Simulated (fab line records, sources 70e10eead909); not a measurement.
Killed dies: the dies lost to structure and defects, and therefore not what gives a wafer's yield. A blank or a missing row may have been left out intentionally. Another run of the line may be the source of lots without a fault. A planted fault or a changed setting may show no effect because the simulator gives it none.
Matching of chambers + flow nandHarc + rieDiel-09 running NHARC_A_WL_FILL_STRIP_29: 4 sister chambers
The step strips in O2, time 20 s. 22 wafers are shown with their chamber, then 11 later ones without.

== WAFERS WITH THEIR CHAMBER ==
| wafer  | chamber | showerheadPlenumPTorr (Torr) | drypumpMotorCurrentA (A) | oesProductAu (a.u.) |
|--------|---------|------------------------------|--------------------------|---------------------|
| L074.1 | 1       | 3.77                         | 5.2                      | 0.988               |
| L074.2 | 3       | 3.69                         | 5.5                      | 0.991               |
| L074.3 | 0       | 3.38                         | 5.7                      | 0.980               |
| L075.2 | 2       | 3.44                         | 5.7                      | 1.026               |
| L075.3 | 0       | 3.38                         | 5.7                      | 0.996               |
| L075.5 | 3       | 3.69                         | 5.5                      | 1.001               |
| L078.2 | 3       | 3.69                         | 5.5                      | 0.978               |
| L078.4 | 1       | 3.77                         | 5.2                      | 0.988               |
| L078.5 | 1       | 3.77                         | 5.2                      | 0.992               |
| L082.1 | 1       | 3.77                         | 5.2                      | 1.002               |
| L082.2 | 3       | 3.69                         | 5.5                      | 0.977               |
| L082.3 | 0       | 3.37                         | 5.7                      | 0.998               |
| L082.4 | 2       | 3.44                         | 5.7                      | 1.020               |
| L082.5 | 2       | 3.44                         | 5.8                      | 1.014               |
| L082.6 | 3       | 3.69                         | 5.4                      | 0.976               |
| L086.1 | 1       | 3.77                         | 5.2                      | 1.002               |
| L086.2 | 3       | 3.69                         | 5.5                      | 0.994               |
| L086.3 | 0       | 3.37                         | 5.7                      | 1.005               |
| L085.2 | 2       | 3.44                         | 5.7                      | 1.025               |
| L085.3 | 3       | 3.69                         | 5.5                      | 0.989               |
| L085.5 | 3       | 3.69                         | 5.5                      | 0.985               |
| L088.1 | 1       | 3.77                         | 5.2                      | 1.002               |

SIGNATURES (means of the wafers above)
| reading               | chamber 0 | chamber 1 | chamber 2 | chamber 3 | scatter within a chamber |
|-----------------------|-----------|-----------|-----------|-----------|--------------------------|
| showerheadPlenumPTorr | 3.3750    | 3.7700    | 3.4400    | 3.6900    | 0.00236                  |
| drypumpMotorCurrentA  | 5.700     | 5.200     | 5.725     | 5.487     | 0.03                     |
| oesProductAu          | 0.99475   | 0.99567   | 1.02125   | 0.98638   | 0.00832                  |
Rule: for a wafer and a chamber, the distance is found by dividing, reading by reading, the gap between the wafer's reading and the chamber's mean by the reading's scatter, squaring, summing and taking the root. The wafer belongs to the nearest chamber; if the next one is less than 2 further off, it can't be placed. The scatter: take each reading less its chamber's mean, square it, sum over the shown wafers, divide by the number of wafers less the number of chambers, and take the root.

== WAFERS WITHOUT THEIR CHAMBER ==
| wafer  | showerheadPlenumPTorr (Torr) | drypumpMotorCurrentA (A) | oesProductAu (a.u.) |
|--------|------------------------------|--------------------------|---------------------|
| L088.2 | 3.44                         | 5.8                      | 1.005               |
| L088.3 | 3.69                         | 5.5                      | 0.993               |
| L088.4 | 3.37                         | 5.7                      | 0.999               |
| L088.5 | 3.44                         | 5.8                      | 1.004               |
| L088.6 | 3.77                         | 5.2                      | 1.015               |
| L090.1 | 3.77                         | 5.2                      | 1.005               |
| L090.4 | 3.69                         | 5.4                      | 0.991               |
| L090.5 | 3.69                         | 5.5                      | 0.993               |
| L091.1 | 3.77                         | 5.2                      | 1.003               |
| L091.3 | 3.37                         | 5.7                      | 1.000               |
| L091.4 | 3.44                         | 5.7                      | 1.003               |

== WHICH CHAMBER EACH WENT THROUGH ==
| wafer  | from the rows above | in truth |
|--------|---------------------|----------|
| L088.2 | 2                   | 2        |
| L088.3 | 3                   | 3        |
| L088.4 | 0                   | 0        |
| L088.5 | 2                   | 2        |
| L088.6 | 1                   | 1        |
| L090.1 | 1                   | 1        |
| L090.4 | 3                   | 3        |
| L090.5 | 3                   | 3        |
| L091.1 | 1                   | 1        |
| L091.3 | 0                   | 0        |
| L091.4 | 2                   | 2        |
Correctly placed: 11 of 11. Not placeable from these rows: 0. Wrongly placed: 0.
